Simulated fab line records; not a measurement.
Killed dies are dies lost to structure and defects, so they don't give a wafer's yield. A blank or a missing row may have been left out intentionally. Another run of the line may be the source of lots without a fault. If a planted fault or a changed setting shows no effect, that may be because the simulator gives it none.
One fault seen from 2 desks    flow n5-finfet    each desk has only its own numbers; what lay behind them comes last

FROM THE METROLOGY DESK
What the gauges read for every lot (on any tool): the sampled wafers with a number, averaged. A lot is out of limits, marked OUT, if its mean lies more than 4 standard deviations from the usual mean; the brackets give that distance. It has 11 readings; the 7 that lie furthest out on some lot are the ones shown.
Columns: A = DIBL_N at N5_BEOL_M4_RC_MEAS_101, usual 37.0 mV/V; B = DIBL_P at N5_BEOL_M4_RC_MEAS_101, usual 36.7 mV/V; C = IOFF_P at N5_BEOL_M4_RC_MEAS_101, usual 0.22 nA/um; D = ION_N at N5_BEOL_M4_RC_MEAS_101, usual 672 uA/um; E = ION_P at N5_BEOL_M4_RC_MEAS_101, usual 461 uA/um; F = VT_N at N5_BEOL_M4_RC_MEAS_101, usual 250 mV; G = VT_P at N5_BEOL_M4_RC_MEAS_101, usual -250 mV
lot   first seen here  A     B     C     D    E    F    G
L276  day 6 19:59      35.5  34.6  0.23  673  469  250  -245
L275  day 7 04:53      35.3  35.0  0.17  663  456  251  -254
L278  day 7 16:19      36.8  36.4  0.25  675  467  246  -246
L281  day 7 23:32      39.1  39.2  0.26  664  456  248  -249
L285  day 9 11:54      35.5  35.8  0.19  669  456  251  -254
L286  day 10 00:34     37.4  36.8  0.27  687  472  245  -244
L292  day 11 00:06     38.3  38.0  0.26  683  468  245  -247
L298  day 12 13:29     37.3  36.2  0.22  676  466  249  -248
L297  day 12 16:42     35.8  34.6  0.21  672  465  249  -250
Finding of this desk: none of the 9 lots has anything out of limits.

DESK OF THE TOOL OWNER: ald-sin-03
The tool's own readings at N5_BEOL_M2_ALD_98 (deposits SiO2, target thk 2.5 nm, pulse time 1 s, co reactant pulse time 1 s): means of the sampled wafers that have a number, for each lot that ran on this tool. A lot is out of limits, marked OUT, if its mean lies more than 4 standard deviations from the usual mean; the brackets give that distance.
Columns: A = heater-power-w at N5_BEOL_M2_ALD_98, usual 77 W; B = precursor-pulse-height-rel at N5_BEOL_M2_ALD_98, usual 1.002
lot   first seen here  A   B
L278  day 7 16:35      86  0.989
L285  day 9 12:40      71  0.991
L286  day 10 01:35     76  1.006
L292  day 11 00:21     81  1.010
Finding of this desk: none of the 4 lots has anything out of limits.

PUT TOGETHER
The metrology desk saw nothing out of limits.
The desk of the tool owner found nothing out of limits.

WHAT THE SIMULATOR HAD PUT IN
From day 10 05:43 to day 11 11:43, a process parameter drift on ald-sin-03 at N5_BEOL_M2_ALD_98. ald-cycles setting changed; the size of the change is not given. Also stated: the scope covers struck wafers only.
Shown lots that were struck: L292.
